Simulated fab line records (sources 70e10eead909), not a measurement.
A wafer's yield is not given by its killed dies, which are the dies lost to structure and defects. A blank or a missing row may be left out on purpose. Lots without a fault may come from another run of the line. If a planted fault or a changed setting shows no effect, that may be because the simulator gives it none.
Struck lot and sound lot, side by side -- flow nand_harc -- 17 out of 1159 route steps
Sound: the wafers L352.2, L352.5, L352.6. Struck: wafers L361.3, L361.4, L361.5. At the end, the cause is stated.
Order at every step that has rows: each side's tool, ch and its chambers, its first start. Under that, the readings that differ: sound wafers -- struck wafers -- difference of the means -- sigmas: that difference in standard deviations of wafers without a fault.
alike: readings whose means differ by less than 2 such deviations, and words and numbers that are the same on both sides. not compared: withheld readings, readings that some wafer has no value for, bounds like >300 that may hide the same value, and numbers for which the record gives no deviation and whose values overlap.
Wherever a step has rows on one side only, a row that says differs or no value, or a row with sigmas, the two part there. Numbers that don't overlap but have no deviation are shown without sigmas and don't part them. Lack of a reading on every wafer of one side parts them only where that side has two or more wafers.

first, 2 steps without rows for these wafers: NHARC_P_STI_SRD_39; NHARC_P_STI_OXIDE_40 (material SiO2, target thk 10 nm, ox time 1362 s).
NHARC_P_STI_INSPECT_25:
  sound on defect_inspect-02 at day 5 14:05; struck on defect_inspect-01 at day 7 18:49
  alike: raw_defect_count
then, 9 steps without rows for these wafers: NHARC_P_GATE_ETCH_69 (etches SiO2 in dHF, target depth 14 nm); NHARC_P_GATE_PRECLEAN_70 (cleans in SC1); NHARC_P_GATE_SRD_01; NHARC_P_GATE_OXIDE_02 (material SiO2, target thk 37.5 nm, ox time 365 s); NHARC_P_GATE_DEHYDRATE_03 (time 120 s); NHARC_P_GATE_HMDS_04 (time 30 s); NHARC_P_GATE_COAT_05; NHARC_P_GATE_SOFTBAKE_06 (time 95 s); NHARC_P_GATE_EBR_07.
NHARC_P_GATE_EXPOSE_08: exposes mask P HV.
  sound on krf_scanner-01 ch 0, day 5 22:14; struck on krf_scanner-01 ch 0, day 8 02:53
reading,sound,struck,difference,sigmas
mask,P_HV#0 P_HV#0 P_HV#0,P_HVPW#0 P_HVPW#0 P_HVPW#0,differs,
then, 2 steps without rows for these wafers: NHARC_P_GATE_PEB_09 (peb time 85 s); NHARC_P_GATE_DEVELOP_10 (time 70 s).
NHARC_P_GATE_CD_MEAS_11: target cd 1640 nm.
  sound on cd_sem-02 ch 0, day 5 22:23; struck on cd_sem-01 ch 0, day 8 03:02
reading,sound,struck,difference,sigmas
cd_nm (nm),1641.3 1641.0 1640.9,- - -,no value on the struck wafers,
then, 1 step without rows for these wafers: NHARC_P_GATE_HARDBAKE_12 (time 80 s).

WHERE THEY PART
Last at NHARC_P_GATE_CD_MEAS_11 as far as this record goes, first at NHARC_P_GATE_EXPOSE_08.

WHY: whatever the simulator had introduced
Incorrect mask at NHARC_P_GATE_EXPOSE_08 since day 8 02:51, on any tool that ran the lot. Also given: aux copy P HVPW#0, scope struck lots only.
